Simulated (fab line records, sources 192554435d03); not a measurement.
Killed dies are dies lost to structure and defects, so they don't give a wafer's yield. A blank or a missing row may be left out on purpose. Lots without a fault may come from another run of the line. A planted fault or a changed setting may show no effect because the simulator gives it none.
Split-lot experiment | flow n5_finfet | 7 lots, 21 wafers read, on a route of 1938 steps

THE SPLIT
At N5_BEOL_M0_SAQP_HM_DEP_111 (deposits SiO2 from SiH4/N2O, target thk 12 nm, time 7.2 s), the setting time_s was moved away from the recipe's 7.2 s on 9 of the 21 wafers read, by -14.0% to +14.8%. The other wafers ran this setting at the recipe's value.

The reading is taken at the split's own step.

THE READING
SiO2_of_BEOL_M0_SAQP_HM_DEP_111.thk_nm (the simulator's own value, which no gauge read), in nm, at N5_BEOL_M0_SAQP_HM_DEP_111 (deposits SiO2 from SiH4/N2O, target thk 12 nm, time 7.2 s). The file gives no usual value for it. The 12 wafers here that ran the recipe average 12.0 nm, standard deviation 0.18 nm.

wafer  | tool, chamber at the split | time_s as run, s | against the recipe | SiO2_of_BEOL_M0_SAQP_HM_DEP_111.thk_nm, nm | against lot-mates on the recipe
L076.3 | pecvd-02, 0                | 8.187            | +13.7%             | 13.6                                       | +1.7
L076.4 | pecvd-02, 0                | 7.2              | recipe             | 12                                         | -
L076.5 | pecvd-02, 1                | 7.2              | recipe             | 11.8                                       | -
L079.1 | pecvd-02, 0                | 7.834            | +8.8%              | 12.8                                       | +0.8
L079.5 | pecvd-02, 0,2              | 7.2              | recipe             | 12                                         | -
L079.6 | pecvd-02, 0,2              | 7.2              | recipe             | 12                                         | -
L085.1 | pecvd-02, 0                | 7.2              | recipe             | 12                                         | -
L085.3 | pecvd-02, 1                | 8.188            | +13.7%             | 13.2                                       | +1.2
L085.5 | pecvd-02, 2                | 8.188            | +13.7%             | 13.6                                       | +1.6
L086.1 | pecvd-01, 1                | 6.189            | -14.0%             | 10.2                                       | -1.4
L086.2 | pecvd-01, 2                | 6.189            | -14.0%             | 10                                         | -1.6
L086.3 | pecvd-01, 0                | 7.2              | recipe             | 11.6                                       | -
L087.3 | pecvd-03, 2                | 7.2              | recipe             | 11.8                                       | -
L087.4 | pecvd-03, 0,1              | 7.2              | recipe             | 12.2                                       | -
L087.5 | pecvd-03, 0,1              | 7.2              | recipe             | 12.2                                       | -
L088.3 | pecvd-01, 0                | 8.265            | +14.8%             | 14                                         | +1.8
L088.4 | pecvd-01, 1                | 7.2              | recipe             | 12.2                                       | -
L088.5 | pecvd-01, 1                | 7.2              | recipe             | 12.2                                       | -
L089.1 | pecvd-02, 1                | 6.477            | -10.0%             | 10.6                                       | -1.4
L089.4 | pecvd-02, 0                | 6.477            | -10.0%             | 10.8                                       | -1.2
L089.5 | pecvd-02, 1                | 7.2              | recipe             | 12                                         | -
Where a row lists several chambers, the file gives one row for several wafers and doesn't say which wafer went through which chamber.

THE FIT
A straight line over all 21 wafers: SiO2_of_BEOL_M0_SAQP_HM_DEP_111.thk_nm changes by +0.122 nm for each +1% of time_s; r = +0.98; the points scatter about the line by 0.21 nm.
The same after taking each lot's own level away (the mean of its wafers on the recipe; 21 wafers): +0.113 nm for each +1%; r = +0.99; scatter 0.15 nm.
On that fit, the largest move of time_s shifts the reading by 1.7 nm.
The lots' own levels span 11.60 to 12.20 nm, that is 3.3 times the standard deviation above.
So the lot-to-lot level changes the slope little: the two slopes agree.
Check: with one of the wafers moved furthest among these (+14.8%) left out of the fit, the line predicts +1.61 nm for it against its lot-mates. It came out at +1.8 nm against them.

OTHER SPLITS ON THESE WAFERS
These wafers also went through other splits before the reading. Each is held against what the fit with the lots' levels taken away leaves over:
other split on the same wafers        | wafers away from the commonest value | r with SiO2_of_BEOL_M0_SAQP_HM_DEP_111.thk_nm (lot level and that fit taken away)
N5_HKMG_FIN_DESCUM_53 time_s          | 5                                    | +0.01
N5_GATE_CUT_ETCH_58 bias_w            | 7                                    | -0.15
N5_MOL_CONTACT_COAG_EXPOSE_05 dose_mj | 8                                    | +0.11
N5_MOL_CONTACT_COAG_STRIP_108 temp_c  | 5                                    | +0.33
N5_MOL_CONTACT_COAG_ETCH_91 time_s    | 8                                    | -0.16

THE FILE'S OWN FIT
SiO2_of_BEOL_M0_SAQP_HM_DEP_111.thk_nm changes by +0.114 nm for each +1% of time_s, r = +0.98.
